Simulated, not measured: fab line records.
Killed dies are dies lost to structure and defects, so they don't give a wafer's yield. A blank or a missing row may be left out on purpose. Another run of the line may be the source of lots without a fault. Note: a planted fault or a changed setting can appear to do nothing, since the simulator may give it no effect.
fab line records	flow nandHarc
record lots=11	wafers=33	lastDay=33
route steps=1302 shown A_STAIRCASE@669 END@1302
lots that met no fault: taken from a fault-free run of the same line
startH: start of the lot's first displayed wafer, in hours after the record's first day	waitH: hours from the lot's prior step to this one	" same as the row above	L1.1+2: a single row standing in for several wafers	- either no value or no given start	* or withheld: withheld	< > ~ a bound
route shown NAME@n: names a module that has steps shown in the file, with the first one's number in the route	usual: mean and standard deviation over wafers with no fault	same: alike in all rows	chamber/n: place in a boat	sites: each site's reading	_std_site: how widely they spread, as a standard deviation	_edge_site: the outer-site mean with the inner-site mean subtracted	radiusMm: for every site, how far away it sits from the centre of the wafer	mask NAME#n: copy n	behind: tool/chamber where the wafer was last shaped	hold: the reason the lot was held/the length of the hold in hours/how it ended	device: whichever transistor did not switch (one of n, p or np)	end of line: tests of these same wafers at the route's end	a step with no rows: only its recipe	killed: dies that structure and defects cost at the first sort, which is not the same as the wafer's yield	map: dies across one wafer; x = killed, . = not, _ = none there
set.NAME: the run value of the setting; set.NAME@STEP: its run value at that earlier step	model.NAME: the simulator's own value behind a step, which no gauge read
the route's steps for a sample of lots (tables are steps, rows are wafers)
services: from which hour (startH, from the record's first day; less than 0 if before it) a tool's chamber was out of use, for how many hours, and why
## steps
# step NHARC_A_STAIRCASE_ETCH_13
# recipe targetDepthA=1000	timeS=40.5	ionEnergyEv=400	c4f8FlowSccm=20	o2FlowSccm=10	arFlowSccm=withheld	rfW=600	biasW=1000	chemistry=C4F8/O2
# usual oesProductAu=0.937/0.016	rfFwdPowerW=592/3.4	rfVppV=897/4.2	runLengthS=61.9/0.54
lot.wafer	tool	chamber	startH	waitH	oesProductAu	rfFwdPowerW	rfHoursCounterH	rfVppV	runLengthS
L288.4	rieDiel-06	3	376.84	-	0.933	584	21	895	61.3
L288.6	"	1	"	"	0.948	591	-	894	61.5
L288.5	"	2	"	"	0.916	592	-	892	62.0
L294.2	rieDiel-06	1	418.19	-	0.930	592	40	895	61.4
L294.1	"	2	"	"	0.909	593	38	893	62.1
L294.5	"	0	"	"	0.918	591	-	904	61.1
L295.1	rieDiel-08	1	428.66	-	0.951	597	17	896	62.4
L295.3	"	2	"	"	0.959	597	14	896	61.9
L295.6	"	0	"	"	0.966	590	-	897	61.6
L296.3	rieDiel-07	2	441.25	-	0.940	594	42	899	62.4
L296.1	"	3	"	"	0.930	589	38	893	62.4
L296.4	"	1	"	"	0.956	592	40	898	62.0
L299.2	rieDiel-07	3	460.37	-	0.914	588	45	894	61.7
L299.5	"	3	"	"	0.919	586	-	894	61.8
L299.6	"	0	"	"	0.915	595	-	903	62.5
L302.2	rieDiel-08	0	495.40	-	0.962	591	38	894	71.4
L302.4	"	1	"	"	0.976	597	43	896	72.1
L302.1	"	2	"	"	0.971	596	39	895	71.7
L303.1	rieDiel-08	0	511.25	-	0.943	588	41	897	71.5
L303.2	"	3	"	"	0.916	588	49	888	70.9
L303.4	"	3	"	"	0.929	589	-	889	71.6
L305.3	rieDiel-06	2	535.34	-	0.943	594	17	893	62.1
L305.1	"	3	"	"	0.950	584	13	894	61.2
L305.6	"	3	"	"	0.943	584	-	895	61.3
L308.1	rieDiel-07	3	559.84	-	0.944	588	22	894	61.8
L308.4	"	0	"	"	0.944	594	24	901	63.1
L308.3	"	2	"	"	0.944	596	22	900	62.6
L309.1	rieDiel-07	0	568.80	-	0.952	594	27	902	62.3
L309.3	"	2	"	"	0.953	597	25	900	63.0
L309.5	"	0	"	"	0.959	595	-	903	62.6
L310.3	rieDiel-07	2	578.70	-	0.921	593	31	898	62.9
L310.4	"	3	"	"	0.929	592	29	893	62.4
L310.5	"	3	"	"	0.924	589	-	894	61.7
# step NHARC_A_STAIRCASE_TRIM_14
# recipe timeS=211.2	o2FlowSccm=500	arFlowSccm=0	biasW=0	chemistry=O2
# usual drypumpMotorCurrentA=5.6/0.43	oesProductAu=0.997/0.011	rfVppV=57.8/0.87	showerheadPlenumPTorr=3.55/0.11	throttleValvePct=17.038/0.01
lot.wafer	tool	chamber	startH	waitH	drypumpMotorCurrentA	oesProductAu	rfHoursCounterH	rfVppV	showerheadPlenumPTorr	throttleValvePct
L288.4	rieDiel-06	2	-	-	6.6	0.981	21	57.6	3.45	17.059
L288.6	"	1	"	"	5.6	1.016	-	57.7	3.50	17.030
L288.5	"	2	"	"	6.6	0.981	-	59.4	3.45	17.034
L294.2	rieDiel-06	0	-	-	5.5	0.983	41	57.7	3.72	17.028
L294.1	"	3	"	"	5.9	0.990	40	58.6	3.49	17.050
L294.5	"	1	"	"	5.8	1.018	-	57.8	3.49	17.042
L295.1	rieDiel-08	3	-	-	5.5	1.004	22	56.8	3.33	17.026
L295.3	"	2	"	"	5.4	1.016	14	58.8	3.50	17.060
L295.6	"	0	"	"	5.2	1.013	-	58.2	3.53	17.039
L296.4	rieDiel-07	3	-	-	5.3	0.978	38	57.2	3.47	17.054
L296.1	"	1	"	"	5.1	0.988	40	57.4	3.61	17.048
L296.3	"	2	"	"	5.3	0.991	42	57.3	3.64	17.046
L299.2	rieDiel-07	1	-	-	5.0	0.996	43	57.6	3.61	17.032
L299.5	"	1	"	"	5.1	0.995	-	56.9	3.61	17.024
L299.6	"	2	"	"	5.2	0.997	-	58.7	3.64	17.033
L302.4	rieDiel-08	2	-	-	5.4	1.014	39	58.3	3.48	17.049
L302.2	"	0	"	"	5.2	1.011	38	57.2	3.51	17.024
L302.1	"	1	"	"	5.7	1.019	43	57.8	3.57	17.040
L303.2	rieDiel-08	0	-	-	5.2	0.999	41	58.1	3.51	17.022
L303.1	"	3	"	"	5.5	0.984	49	56.9	3.31	17.036
L303.4	"	0	"	"	5.2	0.996	-	57.9	3.51	17.043
L305.3	rieDiel-06	0	-	-	5.5	0.989	12	58.2	3.70	17.055
L305.1	"	1	"	"	5.7	1.005	15	55.5	3.47	17.038
L305.6	"	3	"	"	5.9	0.986	-	58.5	3.47	17.048
L308.4	rieDiel-07	2	-	-	5.3	1.004	22	58.2	3.63	17.047
L308.1	"	3	"	"	5.3	0.999	22	57.0	3.45	17.039
L308.3	"	0	"	"	6.2	0.984	24	57.6	3.70	17.024
L309.3	rieDiel-07	0	-	-	6.2	0.996	27	58.4	3.70	17.030
L309.1	"	2	"	"	5.3	1.000	25	57.6	3.63	17.030
L309.5	"	1	"	"	5.0	0.995	-	57.2	3.59	17.043
L310.4	rieDiel-07	1	-	-	5.0	0.995	32	59.4	3.59	17.051
L310.3	"	3	"	"	5.3	0.998	29	57.7	3.45	17.050
L310.5	"	1	"	"	5.0	1.002	-	57.6	3.59	17.043
# step NHARC_A_STAIRCASE_TRIM_20
# recipe timeS=211.2	o2FlowSccm=500	arFlowSccm=0	biasW=0	chemistry=O2
# usual drypumpMotorCurrentA=5.6/0.45	oesProductAu=0.998/0.012	rfVppV=57.9/0.89	showerheadPlenumPTorr=3.54/0.11	throttleValvePct=17.038/0.0087
lot.wafer	tool	chamber	startH	waitH	drypumpMotorCurrentA	oesProductAu	rfHoursCounterH	rfVppV	showerheadPlenumPTorr	throttleValvePct
L288.4	rieDiel-07	3	377.98	0.1	5.3	0.978	22	56.9	3.48	17.038
L288.6	"	0	"	"	6.1	0.979	-	58.5	3.73	17.038
L288.5	"	1	"	"	5.0	0.988	-	58.7	3.62	17.042
L294.1	rieDiel-06	2	419.07	0.1	6.7	0.989	38	57.2	3.44	17.046
L294.2	"	3	"	"	5.9	0.995	40	58.1	3.49	17.041
L294.5	"	2	"	"	6.7	0.994	-	57.8	3.44	17.036
L295.1	rieDiel-07	1	430.00	0.1	5.0	0.998	37	58.1	3.61	17.029
L295.3	"	0	"	"	6.2	0.989	34	57.9	3.73	17.026
L295.6	"	1	"	"	5.0	1.000	-	57.5	3.61	17.033
L296.3	rieDiel-06	2	442.11	0.1	6.6	0.989	43	57.2	3.44	17.039
L296.1	"	0	"	"	5.5	0.991	46	58.9	3.71	17.024
L296.4	"	1	"	"	5.7	1.011	45	57.6	3.49	17.041
L299.2	rieDiel-08	1	461.47	0.1	5.7	1.022	31	57.8	3.57	17.039
L299.5	"	1	"	"	5.8	1.020	-	59.6	3.57	17.039
L299.6	"	2	"	"	5.4	1.017	-	57.6	3.49	17.042
L302.1	rieDiel-08	2	496.34	0.1	5.4	1.008	39	58.3	3.48	17.048
L302.4	"	3	"	"	5.6	0.993	46	58.6	3.31	17.026
L302.2	"	0	"	"	5.2	1.001	38	57.0	3.51	17.025
L303.1	rieDiel-08	0	512.50	0.1	5.3	1.002	42	57.6	3.51	17.031
L303.2	"	2	"	"	5.4	0.999	43	56.9	3.48	17.046
L303.4	"	2	"	"	5.4	1.011	-	59.1	3.48	17.045
L305.1	rieDiel-06	3	536.26	0.1	5.9	0.992	14	58.0	3.47	17.053
L305.3	"	0	"	"	5.5	0.984	12	57.6	3.70	17.036
L305.6	"	2	"	"	6.7	0.984	-	57.7	3.43	17.043
L308.4	rieDiel-07	0	560.70	0.1	6.1	0.988	25	57.4	3.70	17.039
L308.3	"	2	"	"	5.2	1.000	23	59.2	3.63	17.034
L308.1	"	3	"	"	5.3	1.005	22	57.0	3.45	17.030
L309.1	rieDiel-08	0	572.46	0.1	5.2	1.015	3	57.8	3.50	17.030
L309.3	"	2	"	"	5.4	0.996	4	58.3	3.47	17.054
L309.5	"	1	"	"	5.8	1.013	-	56.5	3.56	17.030
L310.4	rieDiel-07	3	580.71	0.1	5.3	1.003	31	57.2	3.45	17.049
L310.3	"	0	"	"	6.1	0.990	33	59.6	3.70	17.044
L310.5	"	3	"	"	5.3	1.000	-	57.2	3.45	17.037
# step NHARC_A_STAIRCASE_TRIM_22
# recipe timeS=211.2	o2FlowSccm=500	arFlowSccm=0	biasW=0	chemistry=O2
# usual drypumpMotorCurrentA=5.6/0.44	oesProductAu=0.997/0.012	rfVppV=57.7/0.81	showerheadPlenumPTorr=3.54/0.11	throttleValvePct=17.037/0.0097
lot.wafer	tool	chamber	startH	waitH	drypumpMotorCurrentA	oesProductAu	rfHoursCounterH	rfVppV	showerheadPlenumPTorr	throttleValvePct
L288.4	rieDiel-07	1	-	-	5.0	0.992	21	58.9	3.62	17.018
L288.6	"	1	"	"	5.0	0.989	-	57.6	3.62	17.049
L288.5	"	2	"	"	5.2	1.003	-	58.1	3.66	17.048
L294.1	rieDiel-06	2	-	-	6.6	0.981	38	58.7	3.44	17.030
L294.2	"	0	"	"	5.5	1.000	41	58.6	3.72	17.028
L294.5	"	3	"	"	5.9	0.992	-	57.1	3.49	17.053
L295.3	rieDiel-07	3	-	-	5.2	0.980	37	57.4	3.47	17.062
L295.1	"	0	"	"	6.1	0.982	34	55.7	3.73	17.026
L295.6	"	1	"	"	5.1	0.986	-	56.6	3.61	17.037
L296.4	rieDiel-06	0	-	-	5.5	0.999	46	56.6	3.72	17.047
L296.3	"	1	"	"	5.7	1.006	45	57.6	3.49	17.047
L296.1	"	3	"	"	5.9	0.994	46	57.8	3.49	17.020
L299.2	rieDiel-08	2	-	-	5.4	1.007	27	58.6	3.49	17.039
L299.5	"	2	"	"	5.5	1.008	-	57.9	3.49	17.043
L299.6	"	3	"	"	5.5	0.986	-	55.3	3.32	17.049
L302.2	rieDiel-08	2	-	-	5.4	1.010	39	57.7	3.48	17.048
L302.4	"	0	"	"	5.2	1.008	38	56.9	3.51	17.037
L302.1	"	1	"	"	5.8	1.009	44	57.3	3.57	17.048
L303.1	rieDiel-08	3	-	-	5.6	0.995	50	57.5	3.31	17.034
L303.2	"	0	"	"	5.2	0.998	42	59.0	3.51	17.033
L303.4	"	3	"	"	5.5	0.987	-	57.5	3.31	17.009
L305.3	rieDiel-06	2	-	-	6.6	0.998	17	58.6	3.43	17.035
L305.1	"	3	"	"	5.9	0.998	14	58.3	3.47	17.034
L305.6	"	3	"	"	5.9	0.988	-	56.7	3.47	17.036
L308.3	rieDiel-07	1	-	-	5.0	1.003	25	57.7	3.59	17.032
L308.4	"	2	"	"	5.3	0.997	23	57.5	3.63	17.045
L308.1	"	3	"	"	5.3	1.000	23	57.5	3.45	17.044
L309.1	rieDiel-08	3	-	-	5.5	0.991	4	56.8	3.30	17.038
L309.3	"	1	"	"	5.8	1.006	4	56.9	3.56	17.035
L309.5	"	0	"	"	5.2	1.023	-	57.7	3.50	17.042
L310.3	rieDiel-07	3	-	-	5.3	0.997	31	58.0	3.45	17.032
L310.4	"	1	"	"	5.0	0.986	34	59.1	3.59	17.038
L310.5	"	2	"	"	5.3	0.985	-	58.0	3.62	17.034
# step NHARC_END_SORT_01
# recipe tempC=25
# usual killedAtArray=58/20	killedAtOther=1.0/1.2	killedAtPeriphery=4.1/3	killedDies=63/20	killedOpen=3.2/1.7	killedShort=2.5/1.5
# same grossDies=677
lot.wafer	tool	chamber	startH	waitH	killedAtArray	killedAtOther	killedAtPeriphery	killedDies	killedOpen	killedShort
L288.4	prober-01	0	582.05	3.4	74	0	2	76	4	4
L288.5	prober-01	0	582.85	3.7	65	1	2	68	1	2
L288.6	prober-01	0	583.65	4.0	63	0	0	63	1	0
L294.1	prober-02	0	621.56	2.5	59	0	1	60	3	1
L294.2	prober-02	0	622.36	2.8	57	0	0	57	0	2
L294.5	prober-02	0	624.73	3.7	67	0	2	69	4	1
L295.1	prober-01	0	632.55	2.5	82	0	2	84	6	4
L295.3	prober-01	0	634.16	3.1	76	0	6	82	5	5
L295.6	prober-01	0	636.57	4.0	84	0	1	85	1	3
L296.1	prober-02	0	647.84	2.5	58	0	4	62	4	2
L296.3	prober-02	0	649.44	3.1	45	0	3	48	2	0
L296.4	prober-02	0	650.25	3.4	59	0	2	61	3	1
L299.2	prober-02	0	659.69	2.8	35	0	11	46	5	2
L299.5	prober-02	0	662.12	3.7	36	0	8	44	1	4
L299.6	prober-02	0	662.93	4.1	41	1	10	52	7	4
L302.1	prober-02	0	700.69	2.5	335	0	5	340	3	3
L302.2	prober-02	0	701.51	2.8	440	0	6	446	4	2
L302.4	prober-02	0	703.15	3.5	331	0	6	337	3	2
L303.1	prober-02	0	718.63	2.5	361	1	1	363	4	2
L303.2	prober-02	0	719.43	2.8	361	4	1	366	2	1
L303.4	prober-02	0	721.02	3.4	354	0	6	360	2	2
L305.1	prober-02	0	735.06	2.5	72	1	1	74	4	1
L305.3	prober-02	0	736.68	3.1	70	0	3	73	4	7
L305.6	prober-02	0	739.10	4.0	57	0	3	60	3	3
L308.1	prober-01	0	768.51	2.6	64	2	4	70	4	2
L308.3	prober-01	0	770.13	3.2	52	0	5	57	4	4
L308.4	prober-01	0	770.94	3.5	48	3	3	54	4	1
L309.1	prober-02	0	776.25	2.5	61	1	3	65	3	2
L309.3	prober-02	0	777.89	3.1	69	0	6	75	4	0
L309.5	prober-02	0	779.52	3.8	57	1	1	59	4	4
L310.3	prober-02	0	787.70	3.1	46	0	3	49	2	1
L310.4	prober-02	0	788.51	3.4	41	2	2	45	3	0
L310.5	prober-02	0	789.31	3.7	44	2	0	46	2	5
# killed by level:class
L288.4 A_CHANNEL_HOLE_D2:chamberFilmFlake=28 A_SLIT:chamberFilmFlake=24 A_STAIRCASE:chamberFilmFlake=10 A_CONTACT:chamberFilmFlake=3 A_CHANNEL_FILL_D2:geometricParticle:short=2 A_CHANNEL_HOLE_D1:chamberFilmFlake=2 P_CONTACT:geometricParticle:open=1 P_CONTACT:geometricParticle:short=1
L288.5 A_CHANNEL_HOLE_D2:chamberFilmFlake=30 A_SLIT:chamberFilmFlake=23 A_STAIRCASE:chamberFilmFlake=5 A_CONTACT:chamberFilmFlake=4 P_M2:geometricParticle:open=1 A_CHANNEL_HOLE_D2:geometricParticle:short=1 A_M0:geometricParticle:short=1 P_M0:chamberFilmFlake=1
L288.6 A_SLIT:chamberFilmFlake=26 A_CHANNEL_HOLE_D2:chamberFilmFlake=22 A_STAIRCASE:chamberFilmFlake=7 A_CONTACT:chamberFilmFlake=5 A_CONTACT:geometricParticle:open=1 A_CHANNEL_HOLE_D1:chamberFilmFlake=1 A_WL_FILL:chamberFilmFlake=1
L294.1 A_CHANNEL_HOLE_D1:chamberFilmFlake=26 A_CHANNEL_HOLE_D2:chamberFilmFlake=13 A_CHANNEL_FILL_D1:chamberFilmFlake=3 A_CONTACT:chamberFilmFlake=3 A_M0:chamberFilmFlake=3 A_SGD_CUT:geometricParticle:open=2 A_SGD_CUT:chamberFilmFlake=2 A_SLIT:chamberFilmFlake=2
L294.2 A_CHANNEL_HOLE_D1:chamberFilmFlake=22 A_CHANNEL_HOLE_D2:chamberFilmFlake=18 A_WL_FILL:chamberFilmFlake=5 A_CONTACT:chamberFilmFlake=3 A_CHANNEL_FILL_D1:chamberFilmFlake=2 A_STAIRCASE:chamberFilmFlake=2 A_M0:chamberFilmFlake=2 A_DECK1_JOINT:geometricParticle:short=1
L294.5 A_CHANNEL_HOLE_D1:chamberFilmFlake=29 A_CHANNEL_HOLE_D2:chamberFilmFlake=16 A_STAIRCASE:chamberFilmFlake=4 A_CHANNEL_FILL_D1:chamberFilmFlake=3 A_WL_FILL:chamberFilmFlake=3 A_M0:chamberFilmFlake=3 P_GATE:geometricParticle:open=1 A_ONON_D1:geometricParticle:open=1
L295.1 A_SLIT:chamberFilmFlake=36 A_CHANNEL_HOLE_D2:chamberFilmFlake=23 A_M0:geometricParticle:open=2 A_CHANNEL_FILL_D1:chamberFilmFlake=2 A_STAIRCASE:chamberFilmFlake=2 A_CHANNEL_FILL_D2:chamberFilmFlake=2 A_WL_FILL:chamberFilmFlake=2 A_CONTACT:chamberFilmFlake=2
L295.3 A_SLIT:chamberFilmFlake=29 A_CHANNEL_HOLE_D2:chamberFilmFlake=28 A_CHANNEL_HOLE_D1:chamberFilmFlake=3 A_BONDPAD:chamberFilmFlake=3 A_ONON_D1:geometricParticle:open=2 A_CHANNEL_FILL_D2:geometricParticle:short=2 P_STI:chamberFilmFlake=2 A_STAIRCASE:chamberFilmFlake=2
L295.6 A_SLIT:chamberFilmFlake=32 A_CHANNEL_HOLE_D2:chamberFilmFlake=31 A_CHANNEL_HOLE_D1:chamberFilmFlake=3 A_CHANNEL_FILL_D1:chamberFilmFlake=3 A_STAIRCASE:chamberFilmFlake=3 A_CONTACT:chamberFilmFlake=3 A_CHANNEL_FILL_D2:chamberFilmFlake=2 A_ONON_D2:geometricParticle:short=1
L296.1 A_CHANNEL_HOLE_D1:chamberFilmFlake=24 A_CHANNEL_HOLE_D2:chamberFilmFlake=20 A_STAIRCASE:chamberFilmFlake=4 P_GATE:chamberFilmFlake=3 A_WL_FILL:geometricParticle:open=2 A_CHANNEL_FILL_D2:chamberFilmFlake=2 A_CONTACT:chamberFilmFlake=2 P_CONTACT:geometricParticle:open=1
L296.3 A_CHANNEL_HOLE_D1:chamberFilmFlake=24 A_CHANNEL_HOLE_D2:chamberFilmFlake=12 A_CONTACT:chamberFilmFlake=3 P_ZERO_WELL:chamberFilmFlake=2 A_CHANNEL_FILL_D2:chamberFilmFlake=2 A_CHANNEL_FILL_D1:geometricParticle:open=1 A_ONON_D2:geometricParticle:open=1 P_GATE:chamberFilmFlake=1
L296.4 A_CHANNEL_HOLE_D1:chamberFilmFlake=32 A_CHANNEL_HOLE_D2:chamberFilmFlake=17 A_SGD_CUT:chamberFilmFlake=2 A_SLIT:chamberFilmFlake=2 A_CONTACT:chamberFilmFlake=2 P_GATE:geometricParticle:open=1 A_WL_FILL:geometricParticle:open=1 A_M0:geometricParticle:open=1
L299.2 A_CHANNEL_HOLE_D1:chamberFilmFlake=26 A_STAIRCASE:chamberFilmFlake=5 P_BONDPAD:chamberFilmFlake=4 P_M0:geometricParticle:open=2 P_GATE:chamberFilmFlake=2 P_GATE:geometricParticle:open=1 P_CONTACT:geometricParticle:short=1 P_M1:geometricParticle:open=1
L299.5 A_CHANNEL_HOLE_D1:chamberFilmFlake=22 P_BONDPAD:chamberFilmFlake=6 A_STAIRCASE:chamberFilmFlake=6 A_ONON_D1:geometricParticle:short=1 A_DECK1_JOINT:geometricParticle:open=1 A_CHANNEL_HOLE_D2:geometricParticle:short=1 A_CHANNEL_FILL_D2:geometricParticle:short=1 A_SGD_CUT:geometricParticle:short=1
L299.6 A_CHANNEL_HOLE_D1:chamberFilmFlake=25 P_BONDPAD:chamberFilmFlake=3 A_CONTACT:chamberFilmFlake=3 A_ONON_D2:geometricParticle:short=2 A_CHANNEL_HOLE_D2:geometricParticle:open=2 P_CONTACT:chamberFilmFlake=2 A_STAIRCASE:chamberFilmFlake=2 P_GATE:geometricParticle:short=1
L302.1 A_STAIRCASE:areaEtch=271 A_CHANNEL_HOLE_D1:chamberFilmFlake=24 A_CHANNEL_HOLE_D2:chamberFilmFlake=21 A_CHANNEL_FILL_D2:chamberFilmFlake=4 A_CONTACT:chamberFilmFlake=3 A_CHANNEL_FILL_D2:geometricParticle:open=2 A_WL_FILL:geometricParticle:short=2 P_ZERO_WELL:chamberFilmFlake=2
L302.2 A_STAIRCASE:areaEtch=367 A_CHANNEL_HOLE_D1:chamberFilmFlake=34 A_CHANNEL_HOLE_D2:chamberFilmFlake=21 P_M2:chamberFilmFlake=5 A_CONTACT:chamberFilmFlake=4 A_CHANNEL_FILL_D2:geometricParticle:open=3 A_SLIT:chamberFilmFlake=3 A_WL_FILL:chamberFilmFlake=2
L302.4 A_STAIRCASE:areaEtch=267 A_CHANNEL_HOLE_D1:chamberFilmFlake=26 A_CHANNEL_HOLE_D2:chamberFilmFlake=19 A_CONTACT:chamberFilmFlake=8 P_M2:chamberFilmFlake=4 A_STAIRCASE:chamberFilmFlake=2 A_SLIT:chamberFilmFlake=2 P_M0:geometricParticle:open=1
L303.1 A_STAIRCASE:areaEtch=306 A_CHANNEL_HOLE_D2:chamberFilmFlake=27 A_CHANNEL_HOLE_D1:chamberFilmFlake=11 A_CONTACT:chamberFilmFlake=6 A_STAIRCASE:chamberFilmFlake=5 A_ONON_D2:geometricParticle:open=2 P_GATE:geometricParticle:open=1 A_ONON_D1:geometricParticle:short=1
L303.2 A_STAIRCASE:areaEtch=315 A_CHANNEL_HOLE_D2:chamberFilmFlake=22 A_CHANNEL_HOLE_D1:chamberFilmFlake=15 THIN_TSV:chamberFilmFlake=4 A_CONTACT:chamberFilmFlake=3 A_SLIT:chamberFilmFlake=2 A_DECK1_JOINT:geometricParticle:short=1 A_SGD_CUT:geometricParticle:open=1
L303.4 A_STAIRCASE:areaEtch=315 A_CHANNEL_HOLE_D2:chamberFilmFlake=16 A_CHANNEL_HOLE_D1:chamberFilmFlake=9 P_ZERO_WELL:chamberFilmFlake=5 A_CONTACT:chamberFilmFlake=3 A_STAIRCASE:chamberFilmFlake=2 A_SLIT:chamberFilmFlake=2 A_ONON_D1:geometricParticle:short=1
L305.1 A_SLIT:chamberFilmFlake=37 A_CHANNEL_HOLE_D1:chamberFilmFlake=17 A_CONTACT:chamberFilmFlake=7 A_DECK1_JOINT:chamberFilmFlake=2 A_ONON_D2:geometricParticle:open=1 A_SGD_CUT:geometricParticle:open=1 A_WL_FILL:geometricParticle:short=1 A_BLC:geometricParticle:open=1
L305.3 A_SLIT:chamberFilmFlake=39 A_CHANNEL_HOLE_D1:chamberFilmFlake=14 A_CONTACT:chamberFilmFlake=4 A_M0:geometricParticle:short=3 A_ONON_D1:geometricParticle:open=2 A_WL_FILL:chamberFilmFlake=2 P_GATE:geometricParticle:short=1 P_CONTACT:geometricParticle:short=1
L305.6 A_SLIT:chamberFilmFlake=27 A_CHANNEL_HOLE_D1:chamberFilmFlake=13 A_CONTACT:chamberFilmFlake=8 A_STAIRCASE:chamberFilmFlake=2 A_WL_FILL:chamberFilmFlake=2 P_CONTACT:geometricParticle:short=1 P_M2:geometricParticle:open=1 A_CHANNEL_FILL_D1:geometricParticle:open=1
L308.1 A_SLIT:chamberFilmFlake=36 A_CHANNEL_HOLE_D1:chamberFilmFlake=20 P_M1:chamberFilmFlake=2 THIN_TSV:chamberFilmFlake=2 P_CONTACT:geometricParticle:open=1 P_M0:geometricParticle:open=1 A_CHANNEL_FILL_D1:geometricParticle:short=1 A_DECK1_JOINT:geometricParticle:short=1
L308.3 A_SLIT:chamberFilmFlake=36 A_CHANNEL_HOLE_D1:chamberFilmFlake=8 P_M1:chamberFilmFlake=4 A_ONON_D2:geometricParticle:short=2 P_GATE:geometricParticle:short=1 A_CHANNEL_FILL_D1:geometricParticle:open=1 A_CHANNEL_FILL_D2:geometricParticle:open=1 A_SLIT:geometricParticle:open=1
L308.4 A_SLIT:chamberFilmFlake=24 A_CHANNEL_HOLE_D1:chamberFilmFlake=17 A_CHANNEL_HOLE_D2:geometricParticle:open=2 P_M1:chamberFilmFlake=2 A_M1:chamberFilmFlake=2 THIN_TSV:chamberFilmFlake=2 P_GATE:geometricParticle:open=1 A_M0:geometricParticle:open=1
L309.1 A_CHANNEL_HOLE_D2:chamberFilmFlake=24 A_CHANNEL_HOLE_D1:chamberFilmFlake=15 A_SLIT:chamberFilmFlake=6 A_CONTACT:chamberFilmFlake=5 A_SGD_CUT:chamberFilmFlake=3 P_GATE:chamberFilmFlake=2 A_STAIRCASE:chamberFilmFlake=2 P_M0:geometricParticle:open=1
L309.3 A_CHANNEL_HOLE_D2:chamberFilmFlake=32 A_CHANNEL_HOLE_D1:chamberFilmFlake=19 A_SLIT:chamberFilmFlake=8 A_CONTACT:chamberFilmFlake=6 P_GATE:chamberFilmFlake=2 A_SGD_CUT:chamberFilmFlake=2 P_STI:geometricParticle:open=1 P_CONTACT:geometricParticle:open=1
L309.5 A_CHANNEL_HOLE_D2:chamberFilmFlake=23 A_CHANNEL_HOLE_D1:chamberFilmFlake=13 A_SLIT:chamberFilmFlake=7 A_CONTACT:chamberFilmFlake=6 A_DECK1_JOINT:geometricParticle:short=2 P_CONTACT:geometricParticle:open=1 A_CHANNEL_FILL_D1:geometricParticle:short=1 A_ONON_D2:geometricParticle:open=1
L310.3 A_SLIT:chamberFilmFlake=37 A_CONTACT:chamberFilmFlake=3 A_DECK1_JOINT:chamberFilmFlake=2 A_CHANNEL_HOLE_D2:chamberFilmFlake=2 P_M1:geometricParticle:short=1 A_CHANNEL_FILL_D1:geometricParticle:open=1 A_M0:geometricParticle:open=1 P_STI:chamberFilmFlake=1
L310.4 A_SLIT:chamberFilmFlake=31 A_CONTACT:chamberFilmFlake=5 P_M2:chamberFilmFlake=2 A_ONON_D1:geometricParticle:open=1 A_CHANNEL_HOLE_D1:geometricParticle:open=1 A_CHANNEL_FILL_D1:geometricParticle:open=1 A_DECK1_JOINT:chamberFilmFlake=1 A_STAIRCASE:chamberFilmFlake=1
L310.5 A_SLIT:chamberFilmFlake=34 A_DECK1_JOINT:geometricParticle:short=2 A_WL_FILL:geometricParticle:short=2 A_CONTACT:chamberFilmFlake=2 A_ONON_D1:geometricParticle:short=1 A_ONON_D2:geometricParticle:open=1 STARTING-WAFER:geometricParticle:open=1 A_ZERO_WELL:chamberFilmFlake=1
## services
tool	chamber	startH	hours	kind
rieDiel-08	2	353.29	3.9	repair
rieDiel-06	2	355.50	4.1	repair
rieDiel-08	-	371.10	9.0	pm
rieDiel-07	0	376.86	-	clean
rieDiel-07	1	376.86	-	clean
rieDiel-07	2	376.86	-	clean
rieDiel-07	3	376.86	-	clean
rieDiel-08	2	393.50	11.2	repair
rieDiel-08	0	393.82	3.0	repair
rieDiel-07	0	401.36	-	clean
rieDiel-07	1	401.36	-	clean
rieDiel-07	2	401.36	-	clean
rieDiel-07	3	401.36	-	clean
rieDiel-08	1	416.73	3.3	repair
rieDiel-07	0	425.86	-	clean
rieDiel-07	1	425.86	-	clean
rieDiel-07	1	442.29	7.0	repair
rieDiel-07	-	471.29	9.0	pm
rieDiel-06	-	484.74	9.0	pm
rieDiel-08	1	507.94	34.1	repair
rieDiel-08	-	510.07	0.4	repair
rieDiel-08	-	548.92	9.0	pm
rieDiel-06	-	552.38	2.1	repair
rieDiel-06	3	573.18	5.0	repair
## key
firstSign step=NHARC_A_STAIRCASE_ETCH_13	reading=runLengthS	direction=up	sigmas=18	usual=*	struck=*
effect step=NHARC_END_SORT_01	reading=killedDies	direction=up	sigmas=15	usual=63	struck=369
moreKillsBornAt NHARC_A_STAIRCASE_ETCH_13@rieDiel-08=1841
metAt NHARC_A_STAIRCASE_ETCH_13
struckLots L302,L303
laterRowsLeftOut L302.2
testerLeftOut L302,L303
notActingAt NHARC_A_STAIRCASE_TRIM_14,NHARC_A_STAIRCASE_TRIM_20,NHARC_A_STAIRCASE_TRIM_22
onsetBetween 428.66 495.40
fault kind=processParameterDrift	tool=rieDiel-08	chamber=-	onsetH=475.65	steps=NHARC_A_STAIRCASE_ETCH_13	channel=timeS	offset=*	shape=step	endH=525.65	actsIn=*	stated=*
# testerLeftOut: of these lots the tester's yield and bins aren't shown, on N5 and GAA mostly nor the transistor test; their killed dies are dies lost to structure and defects alone, not to doping, threshold or leakage, so they don't give the yield
# laterRowsLeftOut: the simulator's readings of these wafers behind a module that went badly wrong aren't trusted and aren't shown, but for the sort
